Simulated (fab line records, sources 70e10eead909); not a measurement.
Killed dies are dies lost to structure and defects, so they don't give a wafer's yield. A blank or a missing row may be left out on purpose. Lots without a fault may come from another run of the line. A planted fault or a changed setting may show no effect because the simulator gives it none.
Which tool did it? | flow nand_harc | 11 lots, 33 wafers sampled, at 4 steps of a route of 1302

WHAT THE GAUGES READ, wafer by wafer
The record holds no reading of a measuring or inspecting step that can be judged against a usual standard deviation.

WHICH TOOL RAN EACH LOT (tool, then ch and the chambers of the sampled wafers, then the start)
lot  | NHARC_A_STAIRCASE_TRIM_189                    | NHARC_A_STAIRCASE_TRIM_193                    | NHARC_A_STAIRCASE_ETCH_197                    | NHARC_A_STAIRCASE_TRIM_202
L181 | rie_diel-13 ch 0,2, day 15 21:31 or earlier   | rie_diel-13 ch 1,2, day 15 21:31 or earlier   | rie_diel-13 ch 0,1, day 15 21:31 or earlier   | rie_diel-13 ch 1,2, day 15 21:31
L183 | rie_diel-13 ch 0,1,3, day 16 21:56 or earlier | rie_diel-13 ch 0,1,2, day 16 21:56 or earlier | rie_diel-13 ch 0,1,3, day 16 21:56 or earlier | rie_diel-13 ch 0,1,3, day 16 21:56
L182 | rie_diel-08 ch 1,3, day 16 22:13 or earlier   | rie_diel-08 ch 0,1,2, day 16 22:13 or earlier | rie_diel-08 ch 1,3, day 16 22:13 or earlier   | rie_diel-08 ch 0,2, day 16 22:13
L184 | rie_diel-05 ch 0,1,3, day 16 22:19 or earlier | rie_diel-05 ch 0,2, day 16 22:19 or earlier   | rie_diel-05 ch 0,1,3, day 16 22:19 or earlier | rie_diel-05 ch 2,3, day 16 22:19
L185 | rie_diel-13 ch 0,2,3, day 18 03:32 or earlier | rie_diel-13 ch 1,2,3, day 18 03:32 or earlier | rie_diel-08 ch 2,3, day 18 03:32 or earlier   | rie_diel-08 ch 0,1,3, day 18 03:32
L186 | rie_diel-13 ch 0,2,3, day 18 04:16 or earlier | rie_diel-13 ch 1,2,3, day 18 04:16 or earlier | rie_diel-13 ch 1,2,3, day 18 04:16 or earlier | rie_diel-13 ch 0,1,2, day 18 04:16
L191 | rie_diel-13 ch 1,2, day 20 17:14 or earlier   | rie_diel-13 ch 1,3, day 20 17:14 or earlier   | rie_diel-08 ch 1,2,3, day 20 17:14 or earlier | rie_diel-08 ch 0,1, day 20 17:14
L196 | rie_diel-13 ch 0,2,3, day 22 12:29 or earlier | rie_diel-13 ch 1,2, day 22 12:29 or earlier   | rie_diel-13 ch 0,1,3, day 22 12:29 or earlier | rie_diel-13 ch 1,2, day 22 12:29
L195 | rie_diel-05 ch 0,2,3, day 22 12:13 or earlier | rie_diel-05 ch 0,2,3, day 22 12:13 or earlier | rie_diel-08 ch 0,1,3, day 22 12:13 or earlier | rie_diel-08 ch 0,2,3, day 22 12:13
L201 | rie_diel-05 ch 1,2, day 24 22:17 or earlier   | rie_diel-05 ch 0,3, day 24 22:17 or earlier   | rie_diel-05 ch 0,1,2, day 24 22:17 or earlier | rie_diel-05 ch 0,1,3, day 24 22:17
L200 | rie_diel-05 ch 0,1,3, day 24 22:29 or earlier | rie_diel-05 ch 0,1,3, day 24 22:29 or earlier | rie_diel-13 ch 1,2,3, day 24 22:29 or earlier | rie_diel-13 ch 0,1,2, day 24 22:29
- NHARC_A_STAIRCASE_TRIM_189: chemistry O2, time 211.2 s.
- NHARC_A_STAIRCASE_TRIM_193: chemistry O2, time 211.2 s.
- NHARC_A_STAIRCASE_ETCH_197: etches the open film in C4F8/O2, target depth 100 nm, time 40.5 s.
- NHARC_A_STAIRCASE_TRIM_202: chemistry O2, time 211.2 s.

WHAT THE TOOLS THEMSELVES READ (means of the sampled wafers that have a number; where no wafer has one, the mark that the record gives instead)
NHARC_A_STAIRCASE_TRIM_189. Usual: drypump_motor_current_A 5.9 A, standard deviation 0.34; oes_product_au 1.002 a.u., standard deviation 0.011; rf_vpp_V 57.9 V, standard deviation 0.87; showerhead_plenum_p_Torr 3.59 Torr, standard deviation 0.18; throttle_valve_pct 17.035 %, standard deviation 0.0087.
lot  | tool        | drypump_motor_current_A (A) | oes_product_au (a.u.) | rf_vpp_V (V) | showerhead_plenum_p_Torr (Torr) | throttle_valve_pct (%) | flag
L181 | rie_diel-13 | 5.6                         | 0.989                 | 57.2         | 3.49                            | 17.034                 |
L183 | rie_diel-13 | 6.0                         | 1.001                 | 57.2         | 3.46                            | 17.032                 |
L182 | rie_diel-08 | 5.6                         | 1.001                 | 58.6         | 3.62                            | 17.036                 |
L184 | rie_diel-05 | 5.9                         | 1.008                 | 57.6         | 3.52                            | 17.035                 |
L185 | rie_diel-13 | 5.7                         | 1.002                 | 57.3         | 3.47                            | 17.033                 |
L186 | rie_diel-13 | 5.7                         | 0.995                 | 58.5         | 3.47                            | 17.031                 |
L191 | rie_diel-13 | 6.4                         | 0.999                 | 58.7         | 3.73                            | 17.041                 |
L196 | rie_diel-13 | 5.8                         | 1.000                 | 57.3         | 3.45                            | 17.041                 |
L195 | rie_diel-05 | 5.8                         | 1.007                 | 57.9         | 3.56                            | 17.042                 |
L201 | rie_diel-05 | 5.9                         | 0.996                 | 56.6         | 3.52                            | 17.033                 |
L200 | rie_diel-05 | 5.9                         | 1.008                 | 58.5         | 3.66                            | 17.033                 |

NHARC_A_STAIRCASE_TRIM_193. Usual: drypump_motor_current_A 5.9 A, standard deviation 0.34; oes_product_au 1.002 a.u., standard deviation 0.0092; rf_vpp_V 57.9 V, standard deviation 0.92; showerhead_plenum_p_Torr 3.59 Torr, standard deviation 0.18; throttle_valve_pct 17.037 %, standard deviation 0.0096.
lot  | tool        | drypump_motor_current_A (A) | oes_product_au (a.u.) | rf_vpp_V (V) | showerhead_plenum_p_Torr (Torr) | throttle_valve_pct (%) | flag
L181 | rie_diel-13 | 6.3                         | 1.007                 | 58.3         | 3.75                            | 17.051                 |
L183 | rie_diel-13 | 6.0                         | 0.997                 | 57.1         | 3.62                            | 17.039                 |
L182 | rie_diel-08 | 6.1                         | 1.002                 | 57.5         | 3.69                            | 17.041                 |
L184 | rie_diel-05 | 5.7                         | 1.016                 | 56.2         | 3.33                            | 17.035                 |
L185 | rie_diel-13 | 6.1                         | 1.005                 | 57.8         | 3.60                            | 17.039                 |
L186 | rie_diel-13 | 6.1                         | 1.008                 | 57.1         | 3.60                            | 17.044                 |
L191 | rie_diel-13 | 6.1                         | 1.005                 | 57.2         | 3.44                            | 17.033                 |
L196 | rie_diel-13 | 6.0                         | 0.998                 | 58.2         | 3.74                            | 17.039                 |
L195 | rie_diel-05 | 5.8                         | 1.009                 | 58.2         | 3.56                            | 17.039                 |
L201 | rie_diel-05 | 5.9                         | 1.001                 | 58.3         | 3.57                            | 17.032                 |
L200 | rie_diel-05 | 5.9                         | 1.007                 | 57.2         | 3.66                            | 17.039                 |

NHARC_A_STAIRCASE_ETCH_197. Usual: oes_product_au 0.951 a.u., standard deviation 0.015; rf_vpp_V 897 V, standard deviation 7.
lot  | tool        | oes_product_au (a.u.) | rf_vpp_V (V) | flag
L181 | rie_diel-13 | 0.944                 | 895          |
L183 | rie_diel-13 | 0.955                 | 893          |
L182 | rie_diel-08 | 0.948                 | 900          |
L184 | rie_diel-05 | 0.946                 | 896          |
L185 | rie_diel-08 | 0.949                 | 899          |
L186 | rie_diel-13 | 0.955                 | 899          |
L191 | rie_diel-08 | 0.966                 | 902          |
L196 | rie_diel-13 | 0.938                 | 893          |
L195 | rie_diel-08 | 0.973                 | 898          |
L201 | rie_diel-05 | 0.936                 | 901          |
L200 | rie_diel-13 | 0.963                 | 897          |

NHARC_A_STAIRCASE_TRIM_202. Usual: drypump_motor_current_A 5.9 A, standard deviation 0.38; oes_product_au 1.002 a.u., standard deviation 0.0099; rf_vpp_V 58.1 V, standard deviation 0.89; showerhead_plenum_p_Torr 3.58 Torr, standard deviation 0.19; throttle_valve_pct 17.036 %, standard deviation 0.0093.
lot  | tool        | drypump_motor_current_A (A) | oes_product_au (a.u.) | rf_vpp_V (V) | showerhead_plenum_p_Torr (Torr) | throttle_valve_pct (%) | flag
L181 | rie_diel-13 | 6.0                         | 1.004                 | 58.7         | 3.77                            | 17.033                 |
L183 | rie_diel-13 | 6.0                         | 0.991                 | 57.9         | 3.46                            | 17.037                 |
L182 | rie_diel-08 | 6.0                         | 0.998                 | 57.5         | 3.70                            | 17.035                 |
L184 | rie_diel-05 | 5.9                         | 1.011                 | 57.3         | 3.48                            | 17.036                 |
L185 | rie_diel-08 | 5.8                         | 1.009                 | 57.6         | 3.59                            | 17.033                 |
L186 | rie_diel-13 | 6.0                         | 0.996                 | 57.9         | 3.61                            | 17.035                 |
L191 | rie_diel-08 | 6.2                         | 1.010                 | 58.6         | 3.66                            | 17.032                 |
L196 | rie_diel-13 | 6.3                         | 1.016                 | 59.4         | 3.73                            | 17.035                 |
L195 | rie_diel-08 | 5.7                         | 1.003                 | 58.1         | 3.58                            | 17.041                 |
L201 | rie_diel-05 | 5.9                         | 1.000                 | 57.9         | 3.66                            | 17.034                 |
L200 | rie_diel-13 | 6.0                         | 0.955                 | 57.3         | 3.59                            | 17.039                 | OFF

THE ANSWER, worked out from the rows above alone
Rule: a lot is off if the mean of its wafers that have a number lies more than 3 standard deviations from the usual mean. A lot without any number at a reading at which 4 lots or more have one is off too. The other lots that the step has rows for count as sound. The gauges are gone through in route order, then the tools' own readings, and for those a lot's mean is taken as printed above. The first step at which some lot is off is used, and at that step the reading that is off furthest; a lot without a number counts as furthest.
Off: L200, at NHARC_A_STAIRCASE_TRIM_202 (oes_product_au).
A tool fits if, at that step or a process step before it, it ran every lot that is off, and no sound lot after the first of them. NHARC_A_STAIRCASE_TRIM_189 gives no start for some lots, so the hours and the order of its lots are those of NHARC_A_STAIRCASE_TRIM_202. NHARC_A_STAIRCASE_TRIM_193 gives no start for some lots, so the hours and the order of its lots are those of NHARC_A_STAIRCASE_TRIM_202. NHARC_A_STAIRCASE_ETCH_197 gives no start for some lots, so the hours and the order of its lots are those of NHARC_A_STAIRCASE_TRIM_202. Can't be told from this: 2 tools fit, rie_diel-05 at NHARC_A_STAIRCASE_TRIM_189 and NHARC_A_STAIRCASE_TRIM_193, rie_diel-13 at NHARC_A_STAIRCASE_ETCH_197 and NHARC_A_STAIRCASE_TRIM_202.

WHAT THE SIMULATOR HAD PUT IN
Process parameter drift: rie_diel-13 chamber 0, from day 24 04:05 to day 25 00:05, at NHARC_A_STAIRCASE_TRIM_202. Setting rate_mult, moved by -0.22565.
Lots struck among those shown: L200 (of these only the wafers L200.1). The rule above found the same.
